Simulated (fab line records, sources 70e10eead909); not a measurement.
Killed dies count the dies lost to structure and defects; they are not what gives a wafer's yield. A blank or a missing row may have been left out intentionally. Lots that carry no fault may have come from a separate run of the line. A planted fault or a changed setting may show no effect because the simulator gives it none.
Matching of chambers	flow nand harc	4 sister chambers for NHARC_A_SLIT_DESCUM_14 on rie diel-06
The step chemistry O2, time 3 s. 22 wafers are shown with their chamber, then 11 later ones without.

## WAFERS PAIRED WITH THEIR CHAMBERS
wafer	chamber	showerhead plenum p Torr (Torr)	drypump motor current A (A)	oes product au (a.u.)
L075.3	0	2.02	6.2	0.990
L075.4	1	1.96	5.4	0.988
L075.5	1	1.96	5.4	0.992
L076.4	0	2.02	6.1	1.000
L076.5	3	1.86	5.7	1.014
L076.6	2	1.89	6.1	1.006
L080.1	1	1.95	5.4	1.000
L080.4	3	1.86	5.8	0.996
L080.5	1	1.96	5.4	0.995
L082.1	0	2.02	6.1	0.989
L082.4	2	1.89	6.1	1.009
L082.6	0	2.02	6.1	0.990
L086.3	3	1.86	5.8	1.006
L086.4	0	2.02	6.1	0.983
L086.6	1	1.95	5.4	0.988
L091.2	3	1.86	5.8	1.009
L091.3	1	1.95	5.4	0.995
L091.5	1	1.95	5.4	0.994
L090.1	3	1.86	5.8	1.002
L090.2	1	1.95	5.4	0.982
L090.6	2	1.88	6.1	0.993
L092.4	2	1.88	6.1	1.006

SIGNATURES (means of the wafers above)
reading	chamber 0	chamber 1	chamber 2	chamber 3	scatter within a chamber
showerhead plenum p Torr	2.0200	1.9537	1.8850	1.8600	0.004
drypump motor current A	6.120	5.400	6.100	5.780	0.0298
oes product au	0.99040	0.99175	1.00350	1.00540	0.00627
Rule: a wafer's distance from a chamber is the root of the sum, over the readings, of the square of ((its reading less the chamber's mean) divided by the reading's scatter). The wafer belongs to the nearest chamber; if the next one is less than 2 further off, it can't be placed. The scatter: take each reading less its chamber's mean, square it, sum over the shown wafers, divide by the number of wafers less the number of chambers, and take the root.

## WAFERS WITHOUT THEIR CHAMBER
wafer	showerhead plenum p Torr (Torr)	drypump motor current A (A)	oes product au (a.u.)
L092.5	1.86	5.8	1.009
L092.6	1.88	6.1	1.004
L093.4	1.86	5.8	1.021
L093.5	1.95	5.4	0.995
L093.6	2.01	6.2	1.000
L095.1	2.01	6.1	0.989
L095.2	1.86	5.8	1.003
L095.6	1.86	5.8	1.009
L097.1	1.88	6.1	0.998
L097.2	1.86	5.8	1.001
L097.5	1.88	6.1	0.999

## WHICH CHAMBER EACH WENT THROUGH
wafer	from the rows above	in truth
L092.5	3	3
L092.6	2	2
L093.4	3	3
L093.5	1	1
L093.6	0	0
L095.1	0	0
L095.2	3	3
L095.6	3	3
L097.1	2	2
L097.2	3	3
L097.5	2	2
11 of 11 placed correctly. Can't be placed from these rows: 0. Placed wrongly: 0.
